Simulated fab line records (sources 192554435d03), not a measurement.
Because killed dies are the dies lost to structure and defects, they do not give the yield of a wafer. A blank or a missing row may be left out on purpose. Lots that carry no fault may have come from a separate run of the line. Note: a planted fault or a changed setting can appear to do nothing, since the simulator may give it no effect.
Matching of chambers	flow n5-finfet	N5_BEOL_M1_ILD_DEP_00 on pecvd-03: 3 sister chambers
The step deposits SiOC from DEMS/O2, target thk 79 nm, time 15.3 s. 24 wafers are shown with their chamber, then 12 later ones without.

WAFERS, EACH WITH ITS CHAMBER
wafer	chamber	heater-power-w (W)	throttle-valve-pct (%)	showerhead-plenum-p-Torr (Torr)
L074.3	2	485	11.7	5.737
L074.4	1	355	11.5	5.707
L074.6	2	495	11.4	5.727
L077.1	2	467	11.4	5.703
L077.4	1	372	12.0	5.705
L077.5	2	463	11.6	5.699
L080.2	1	346	11.3	5.700
L080.3	2	476	11.6	5.713
L080.4	1	349	11.8	5.703
L081.1	2	436	11.7	5.714
L081.3	1	366	11.8	5.708
L081.4	2	435	11.6	5.703
L083.1	1	344	11.6	5.694
L083.5	0	464	12.0	5.695
L083.6	1	334	11.7	5.706
L082.2	0	465	12.1	5.704
L082.3	1	303	11.9	5.704
L082.4	2	420	11.7	5.706
L086.2	2	494	11.3	5.703
L086.3	0	430	12.3	5.717
L086.6	1	388	11.6	5.711
L087.2	2	467	11.2	5.703
L087.4	0	410	12.0	5.703
L087.5	2	473	11.6	5.713

SIGNATURES (averages over the wafers above)
reading	chamber 0	chamber 1	chamber 2	scatter within a chamber
heater-power-w	442.25	350.78	464.64	24.9
throttle-valve-pct	12.100	11.689	11.527	0.187
showerhead-plenum-p-Torr	5.70475	5.70422	5.71100	0.00931
Rule: a wafer lies at a distance from a chamber equal to the root of the sum of squares, over the readings, of (its reading less the chamber's mean, divided by the reading's scatter). If the next closest chamber is less than 2 further off than the closest, the wafer can't be placed; otherwise it belongs to the closest. The scatter: the root of (the sum of the squares of (reading less its chamber's mean) over the shown wafers, divided by (wafers less chambers)).

WAFERS WHOSE CHAMBER IS MISSING
wafer	heater-power-w (W)	throttle-valve-pct (%)	showerhead-plenum-p-Torr (Torr)
L090.1	470	12.1	5.714
L090.5	488	12.2	5.691
L090.6	487	12.3	5.699
L093.1	412	12.3	5.703
L093.3	418	12.3	5.700
L093.6	422	12.0	5.703
L094.2	485	12.5	5.708
L094.4	498	12.2	5.702
L094.5	485	12.4	5.703
L096.2	479	10.9	5.698
L096.4	446	12.5	5.730
L096.6	477	11.0	5.695

CHAMBER TAKEN BY EACH
wafer	from the rows above	in truth
L090.1	can't be placed: 0 or 2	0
L090.5	can't be placed: 0 or 2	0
L090.6	0	0
L093.1	0	0
L093.3	0	0
L093.6	0	0
L094.2	0	0
L094.4	can't be placed: 0 or 2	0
L094.5	0	0
L096.2	2	2
L096.4	0	0
L096.6	2	2
9 of 12 placed correctly. Unplaceable from these rows: 3, with the true chamber sitting among the candidates in 3. Placed wrongly: 0.
